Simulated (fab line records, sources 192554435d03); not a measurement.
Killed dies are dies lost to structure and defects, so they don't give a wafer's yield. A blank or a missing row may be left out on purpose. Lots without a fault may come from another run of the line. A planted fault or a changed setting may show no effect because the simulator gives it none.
fab line records | flow n5_finfet
record lots=4 wafers=12 last_day=18
route steps=1938 shown BEOL_M5@1185 BEOL_M6@1194 PASSIVATION@1936
lots that met no fault: from a run of the same line without faults
start_h: hours from the record's first day to the start of the lot's first wafer shown | wait_h: hours since the lot's step before | " the same as in the row above | L1.1+2: a row that stands for several wafers | - no value, or no start given | * or withheld: withheld | < > ~ a bound
route shown NAME@n: a module of which the file shows steps, and the number in the route of the first | usual: mean/standard deviation of fault-free wafers | same: alike in all rows | chamber/n: place in a boat | sites: the reading at each site | _std_site: their standard deviation | _edge_site: outer sites' mean less inner sites' | radius_mm: how far each site lies from the wafer's centre | mask NAME#n: copy n | behind: the tool/chamber that last shaped the wafer | hold: why the lot was held/for how many hours/how that ended | device: the transistor (n, p or np) that didn't switch | end of line: the same wafers' tests at the end of the route | a step without rows: its recipe alone | killed: dies lost to structure and defects at the first sort, not the wafer's yield | map: a wafer's dies, x killed, . not, _ none there
set.NAME: the setting as run; set.NAME@STEP: as run at that earlier step | model.NAME: the simulator's own value behind a step, which no gauge read
lots at some steps of the route; a table a step, a row a wafer
services: from which hour (start_h, from the record's first day; less than 0 if before it) a tool's chamber was out of use, for how many hours, and why
## steps
# step N5_BEOL_M5_ANNEAL_51
# recipe temp_c=225 time_s=90 ambient=N2
# step N5_BEOL_M5_CMP_52
# recipe stop_on=SiCOH_lowk t_overpolish_s=6.9 down_force_psi=1 platen_rpm=50 clearing_platen_down_force_psi=1.5 clearing_platen_rpm=50 post_cmp_clean=cu_alkaline target_thk_nm=62 clearing_platen_pad_velocity_m_s=0.99484 pad_velocity_m_s=0.99484
# step N5_BEOL_M5_PRE_CLEAN_77
# recipe gas=NH3/H2 time_s=15 temp_c=* rf_power_w=300
# step N5_BEOL_M5_CO_CAP_78
# recipe material=Co target_thk_a=20 temp_c=200 precursor=CCTBA/H2 pressure_torr=30 time_s=102.1
# step N5_BEOL_M5_PRE_CLEAN_55
# recipe gas=NH3 time_s=15 temp_c=withheld rf_power_w=300
# step N5_BEOL_M5_DEP_56
# recipe material=SiCN target_thk_a=80 temp_c=withheld precursor=3MS/NH3 pressure_torr=3 rf_w=202 time_s=14
# step N5_BEOL_M6_ILD_DEP_00
# recipe material=SiCOH_lowk target_thk_a=1797.5 temp_c=300 precursor=DEMS/porogen pressure_torr=5 rf_w=500 time_s=33.4
# step N5_BEOL_M6_CURE_74
# recipe temp_c=385 time_s=240 ambient=He/Ar material=SiCOH_lowk
# step N5_BEOL_M6_PECVD_70
# recipe material=SiO2 target_thk_a=200 temp_c=400 precursor=TEOS/O2 pressure_torr=5.5 rf_w=450 teos_flow_sccm=53.8 gas=O2 flow_sccm=3000 time_s=22.7
# usual heater_power_w=789/120 rf_fwd_power_W=444.5/2.4 showerhead_plenum_p_Torr=8.78/0.073 susceptor_temp_C=400.05/0.2 throttle_valve_pct=22.8/1.7
# columns lot.wafer tool chamber start_h wait_h heater_power_w rf_fwd_power_W showerhead_plenum_p_Torr susceptor_temp_C throttle_valve_pct
L684.1 pecvd-03 0 220.90 0.0 825 445.5 8.86 399.98 24.1
L684.2 " 1 " " 772 441.2 8.64 400.15 23.5
L684.3 " 2 " " 595 446.1 8.83 400.08 21.2
L695.2 pecvd-01 0 291.35 0.0 984 441.7 8.77 400.16 27.0
L695.4 " 0 " " 996 441.3 8.78 399.98 27.0
L695.5 " 2 " " 720 445.2 8.75 400.64 22.2
L695.2 pecvd-01 0 291.69 0.3 948 440.9 8.77 399.94 27.4
L695.4 " 0 " " 978 439.7 8.76 400.07 27.0
L695.5 " 2 " " 725 447.0 8.78 400.09 22.0
L699.4 pecvd-04 0 305.90 0.1 862 445.7 8.87 399.85 22.1
L699.5 " 1 " " 734 445.0 8.78 400.40 22.4
L699.6 " 2 " " 746 446.3 8.71 399.74 20.7
L699.4 pecvd-04 0 306.13 0.2 873 446.9 8.86 400.17 22.4
L699.5 " 1 " " 726 446.6 8.76 400.15 22.3
L699.6 " 2 " " 751 446.1 8.73 400.20 21.1
L705.1 pecvd-04 1 348.40 0.0 807 446.1 8.75 399.82 22.6
L705.4 " 0 " " 814 445.1 8.85 400.03 22.3
L705.6 " 2 " " 694 445.9 8.71 399.78 20.8
# step N5_BEOL_M6_HM_DEP_02
# recipe material=TiN target_thk_a=200 temp_c=25 chamber_pressure_pa=0.49996
# step N5_BEOL_M6_COAT_59
# recipe resist=SOC temp_c=250 time_s=60 spin_rpm=1500 resist_thk_nm=100
# step N5_BEOL_M6_COAT_60
# recipe resist=SiARC temp_c=220 time_s=60 spin_rpm=1500 resist_thk_nm=35
# step N5_BEOL_M6_COAT_05
# recipe resist=CAR-ArF spin_rpm=1500 resist_thk_nm=90
# step N5_BEOL_M6_EBR_07
# recipe solvent=PGMEA ebr_width_mm=1.5
# step N5_BEOL_M6_SOFTBAKE_06
# recipe temp_c=110 time_s=60 resist=CAR-ArF
# step N5_BEOL_M6_EXPOSE_08
# recipe mask_id=M6 na=1.35 source_shape=dipole sigma_inner=0.817 sigma_outer=0.97 polarization=te dose_mj=68.25
# step N5_BEOL_M6_PEB_09
# recipe peb_temp_c=withheld peb_time_s=60 resist=CAR-ArF
# step N5_BEOL_M6_DEVELOP_10
# recipe develop_time_s=30 developer=TMAH resist=CAR-ArF rinse_liquid=diw dry=air_spin dev_temp_c=23
# step N5_BEOL_M6_DESCUM_16
# recipe chemistry=O2 time_s=7.9 source_power_w=50 bias_power_w=20 pressure_mtorr=20 rf_frequency_hz=2.712e+07 temp_c=40 resist=CAR-ArF o2_flow_sccm=225
# step N5_BEOL_M6_ETCH_61
# recipe chemistry=CF4 target=SiARC target_depth_a=455 mask_material=CAR-ArF time_s=75.8 ion_energy_ev=80 pressure_mtorr=40 source_w=545 bias_w=36 Ar_flow_sccm=100 cf4_flow_sccm=100 ends=cleared
# step N5_BEOL_M6_ETCH_62
# recipe chemistry=N2/H2 target=SOC target_depth_a=1100 overetch_a=220 mask_material=SiARC temp_c=40 time_s=165 ion_energy_ev=200 pressure_mtorr=30 source_w=840 bias_w=150 n2_flow_sccm=200 h2_flow_sccm=200
# step N5_BEOL_M6_STRIP_68
# recipe chemistry=N2/H2 temp_c=40 n2_flow_sccm=200 h2_flow_sccm=200 rf_frequency_hz=6e+07
# step N5_BEOL_M6_STRIP_67
# recipe chemistry=CF4 resist=SiARC power_w=300 bias_power_w=75 pressure_mtorr=50 cf4_flow_sccm=150 rf_frequency_hz=6e+07
# step N5_BEOL_M6_HM_OPEN_17
# recipe chemistry=Cl2/BCl3 target_depth_a=200 overetch_a=60 target=TiN mask_material=SOC ion_energy_ev=150 pressure_mtorr=10 icp_w=1000 bias_w=126 Cl2_flow_sccm=53.25 bcl3_flow_sccm=21.75 Ar_flow_sccm=25
# step N5_BEOL_M6_STRIP_19
# recipe chemistry=O2 power_w=400 temp_c=40 pressure_mtorr=30 rf_frequency_hz=6e+07 bias_power_w=0 overash_fraction=0.2 o2_flow_sccm=225
# step N5_BEOL_M6_COAT_63
# recipe resist=SOC temp_c=250 time_s=60 spin_rpm=1500 resist_thk_nm=60
# step N5_BEOL_M6_COAT_64
# recipe resist=SiARC temp_c=220 time_s=60 spin_rpm=1500 resist_thk_nm=12
# step N5_BEOL_M6_COAT_71
# recipe resist=underlayer temp_c=205 time_s=60 spin_rpm=1500 resist_thk_nm=5
# step N5_BEOL_M6_COAT_22
# recipe resist=CAR-EUV spin_rpm=1500 resist_thk_nm=30
# step N5_BEOL_M6_EBR_24
# recipe solvent=PGMEA ebr_width_mm=1.5
# step N5_BEOL_M6_SOFTBAKE_23
# recipe temp_c=110 time_s=60 resist=CAR-EUV
# step N5_BEOL_M6_EXPOSE_25
# recipe mask_id=V5 na=0.33 source_shape=annular sigma_inner=0.4 sigma_outer=0.8 polarization=unpolarized target_cd_nm=40 dose_mj=45
# step N5_BEOL_M6_PEB_26
# recipe peb_temp_c=100 peb_time_s=60 resist=CAR-EUV
# step N5_BEOL_M6_DEVELOP_27
# recipe develop_time_s=30 developer=TMAH resist=CAR-EUV rinse_liquid=surfactant_rinse dry=air_spin dev_temp_c=23
# step N5_BEOL_M6_HM_STRIP_39
# recipe chemistry=peroxide_tin_strip material=TiN target_depth_a=250 temp_c=50 time_s=158
# columns lot.wafer tool chamber start_h wait_h model.SiO2_of_BEOL_M6_PECVD_70.thk_nm
L684.1+2+3 wet_bench-02 7,1,2 224.03 0.0 19.6
L695.2 wet_bench-04 7 295.26 0.0 40
L695.4 " 4 " " 40.6
L695.5 " 5 " " 40.4
L699.4 wet_bench-04 4 310.48 0.0 39.6
L699.5+6 " 6,0 " " 40.4
L705.1 wet_bench-02 0 353.96 0.0 19.4
L705.4+6 " 4,5 " " 19.8
# step N5_BEOL_M6_CMP_52
# recipe stop_on=SiCOH_lowk t_overpolish_s=6.9 down_force_psi=1 platen_rpm=50 clearing_platen_down_force_psi=1.5 clearing_platen_rpm=50 post_cmp_clean=cu_alkaline target_thk_nm=80 clearing_platen_pad_velocity_m_s=0.99484 pad_velocity_m_s=0.99484
# usual barrier_field_endpoint_s=28.6/0.73 motor_current_A=6.1/0.68 overpolish_run_s=6.901/0.0097 time_to_endpoint_s=61/3.6
# columns lot.wafer tool chamber start_h wait_h barrier_field_endpoint_s motor_current_A overpolish_run_s time_to_endpoint_s
L684.2 cmp-02 2 226.54 0.2 28.1 5.7 6.895 61
L684.1 " 3 " " 27.4 5.4 6.909 54
L684.3 " 1 " " 28.3 7.5 6.890 59
L695.4 cmp-02 3 298.28 0.2 46.6 5.5 0.036 58
L695.2 " 0 " " 46.6 6.4 0.042 61
L695.5 " 2 " " 46.6 5.5 0.033 64
L699.4 cmp-02 1 313.01 0.1 46.6 7.2 0.039 58
L699.5 " 1 " " 46.6 7.5 0.043 57
L699.6 " 2 " " 46.6 5.6 0.044 59
L705.4 cmp-04 1 356.43 0.2 28.7 5.5 6.881 59
L705.1 " 3 " " 27.5 7.3 6.901 57
L705.6 " 1 " " 28.3 5.8 6.902 58
# step N5_PASSIVATION_PROBE_49
# usual defect_limited_yield=91.1/1.5 killed_at_M0_to_M3=33/9.9 killed_at_M4_up=14/5.2 killed_at_contacts=12/6.7 killed_at_front_end=43/13 killed_at_other=3.4/2.7 killed_dies=105/17 killed_open=69/13 killed_short=33/7.5 sort_bin_5_function=5.2/0.91 sort_bin_6_memory=3.3/0.71 sort_n_pass=1075/17 sort_yield_pct=91.1/1.5
# same gross_dies=1180 killed_at_back_side=0 sort_bin_4_leakage[%]=0 sort_bin_8_speed[%]=0
# columns lot.wafer tool chamber start_h wait_h defect_limited_yield[%] killed_at_M0_to_M3 killed_at_M4_up killed_at_contacts killed_at_front_end killed_at_other killed_dies killed_open killed_short sort_bin_5_function[%] sort_bin_6_memory[%] sort_n_pass sort_yield_pct[%]
L699.5 prober-02 - 397.63 0.2 89.8 51 14 13 40 2 120 79 37 6.4 3.7 1060 89.8
# killed by level:class
L699.5 BEOL_M3:geometric_particle:open=13 FIN_SAQP:geometric_particle:open=12 BEOL_M0_SAQP:geometric_particle:open=12 MOL_CONTACT_COAG:geometric_particle:open=10 BEOL_M0_SAQP:geometric_particle:short=10 STI_FIN_REVEAL:geometric_particle:open=8 FIN_SAQP:geometric_particle:short=6 BEOL_M0:geometric_particle:open=6
## services
# columns tool chamber start_h hours kind
cmp-02 - 212.68 4.0 pm
pecvd-03 1 214.97 2.1 scheduled_down
cmp-02 - 216.68 - consumable_replace:conditioner
cmp-02 - 216.68 - consumable_replace:pad
cmp-04 - 217.00 5.3 pm
pecvd-01 - 256.66 1.3 repair
cmp-04 - 265.21 0.9 repair
cmp-04 - 272.46 1.0 repair
pecvd-01 0 281.86 2.1 scheduled_down
cmp-04 - 293.12 4.0 pm
pecvd-01 2 293.32 26.4 repair
cmp-04 - 297.12 - consumable_replace:conditioner
cmp-04 - 297.12 - consumable_replace:pad
cmp-04 - 297.12 5.5 pm
pecvd-01 1 312.02 5.0 scheduled_down
cmp-04 - 314.66 2.2 repair
wet_bench-02 - 327.85 1.6 repair
cmp-04 - 331.69 18.2 pm
pecvd-01 - 340.65 9.4 repair
pecvd-04 2 349.70 5.5 scheduled_down
## key
first_sign step=N5_BEOL_M6_PECVD_70 reading=visit direction=added
effect step=N5_BEOL_M6_CMP_52 reading=overpolish_run_s direction=down sigmas=99+ usual=6.901 struck=0.039
model_effect step=N5_BEOL_M6_HM_STRIP_39 value=SiO2_of_BEOL_M6_PECVD_70.thk_nm without=19.97 struck=40.23
met_at N5_BEOL_M6_PECVD_70
struck_wafers L695.2,L695.4,L695.5,L699.4,L699.5,L699.6
fault kind=repeated_step_whole tool=pecvd-01,pecvd-03,pecvd-04 chamber=- onset_h=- steps=N5_BEOL_M6_PECVD_70 times=1 scope=struck_lots_only
